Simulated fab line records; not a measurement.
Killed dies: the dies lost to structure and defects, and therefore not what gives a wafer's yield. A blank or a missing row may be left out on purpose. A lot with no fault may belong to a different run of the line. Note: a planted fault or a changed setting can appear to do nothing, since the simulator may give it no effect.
Which tool is to blame?    flow n5_finfet    12 lots, 36 wafers sampled, at 6 steps of a route of 1938

## WHAT THE GAUGES READ, wafer by wafer
N5_BEOL_M13_OVL_MEAS_11.
lot   measured      on          V12_OVL (nm)
L076  day 11 02:28  overlay-02  7 7 12
L077  day 11 11:19  overlay-01  0 7 4
L079  day 11 18:07  overlay-01  13 0 14
L080  day 12 23:15  overlay-02  6 3 2
L083  day 13 15:47  overlay-01  12 12 12
L086  day 13 17:02  overlay-02  10 5 14
L087  day 14 12:43  overlay-01  -1 -3 -3
L088  day 15 05:38  overlay-02  14 13 13
L089  day 15 11:32  overlay-02  0 5 8
L092  day 16 03:10  overlay-02  1 4 4
L095  day 16 14:16  overlay-02  6 14 4
L097  day 17 14:09  overlay-02  9 6 7

## EACH LOT AND THE TOOL THAT RAN IT (in order: tool; ch and the chambers of the sampled wafers; start)
lot   N5_BEOL_M11_DEP_56               N5_BEOL_M12_VIA_ETCH_16             N5_BEOL_M12_STRIP_37                  N5_BEOL_M12_SPUTTER_44        N5_BEOL_M12_SPUTTER_45
L076  pecvd-04 ch 0,1,2, day 10 20:34  rie_diel-02 ch 0,2,3, day 10 21:35  plasma_asher-02 ch 0,1, day 10 23:16  pvd_sputter-02, day 11 00:48  pvd_sputter-02, day 11 00:53
L077  pecvd-03 ch 1,2, day 11 06:11    rie_diel-06 ch 1,2,3, day 11 06:58  plasma_asher-02 ch 0,1, day 11 08:22  pvd_sputter-01, day 11 09:31  pvd_sputter-01, day 11 09:36
L079  pecvd-03 ch 0,1,2, day 11 12:13  rie_diel-05 ch 1,2,3, day 11 13:05  plasma_asher-01 ch 0,1, day 11 14:28  pvd_sputter-03, day 11 16:29  pvd_sputter-03, day 11 16:34
L080  pecvd-03 ch 0,1, day 12 07:25    rie_diel-02 ch 2,3, day 12 08:10    plasma_asher-01 ch 0,1, day 12 09:37  pvd_sputter-03, day 12 21:07  pvd_sputter-03, day 12 21:12
L083  pecvd-03 ch 0,1, day 13 06:07    rie_diel-05 ch 0,1,2, day 13 06:50  plasma_asher-01 ch 0,1, day 13 08:23  pvd_sputter-01, day 13 13:41  pvd_sputter-01, day 13 13:46
L086  pecvd-04 ch 1,2, day 13 08:58    rie_diel-02 ch 1,2,3, day 13 09:43  plasma_asher-02 ch 0,1, day 13 11:15  pvd_sputter-03, day 13 14:16  pvd_sputter-03, day 13 14:20
L087  pecvd-03 ch 0,1,2, day 14 06:43  rie_diel-06 ch 2,3, day 14 07:44    plasma_asher-02 ch 0,1, day 14 09:06  pvd_sputter-03, day 14 11:01  pvd_sputter-03, day 14 11:06
L088  pecvd-03 ch 0,1, day 15 00:43    rie_diel-06 ch 0,1,2, day 15 01:35  plasma_asher-01 ch 0,1, day 15 03:05  pvd_sputter-02, day 15 03:53  pvd_sputter-02, day 15 03:58
L089  pecvd-04 ch 1,2, day 15 03:46    rie_diel-02 ch 0,1, day 15 04:46    plasma_asher-02 ch 0,1, day 15 06:19  pvd_sputter-01, day 15 09:26  pvd_sputter-01, day 15 09:31
L092  pecvd-04 ch 0,1,2, day 15 16:53  rie_diel-05 ch 0,1,3, day 15 17:48  plasma_asher-02 ch 0,1, day 15 19:43  pvd_sputter-01, day 16 01:33  pvd_sputter-01, day 16 01:38
L095  pecvd-01 ch 0,1,2, day 16 07:55  rie_diel-05 ch 0,1,2, day 16 08:39  plasma_asher-01 ch 0,1, day 16 10:17  pvd_sputter-03, day 16 12:31  pvd_sputter-03, day 16 12:36
L097  pecvd-03 ch 0,2, day 17 02:11    rie_diel-05 ch 1,2,3, day 17 02:59  plasma_asher-01 ch 0,1, day 17 04:34  pvd_sputter-03, day 17 12:25  pvd_sputter-03, day 17 12:30
- N5_BEOL_M11_DEP_56: deposits SiCN from 3MS/NH3, target thk 30 nm, time 10.5 s.
- N5_BEOL_M12_VIA_ETCH_16: etches SiOC in C4F8/O2/Ar, target depth 724.8 nm.
- N5_BEOL_M12_STRIP_37: strips in N2/H2.
- N5_BEOL_M12_SPUTTER_44: material Ta, target thk 10 nm, time 16.13 s.
- N5_BEOL_M12_SPUTTER_45: material Cu, target thk 80 nm, time 13.33 s.

## THE ANSWER, worked out from the rows above alone
Rule: the lots themselves supply what counts as usual. The widest of any qualifying gaps counts: lots, ordered by their means at a reading, are off when they make up no more than a third of the lots, leave a main group of 4 or more, and stand apart from it by 3 or more times the standard deviation of that group's means. The tables above print the reading to a certain number of digits; a main group whose means all agree to those digits is not used. Also off: a lot with no number at a reading for which 4 or more lots have one. Where the step has rows for the other lots, those lots are counted as sound.
No lot is off at any reading shown: from this, nothing can be told.

## WHAT THE SIMULATOR HAD INSERTED
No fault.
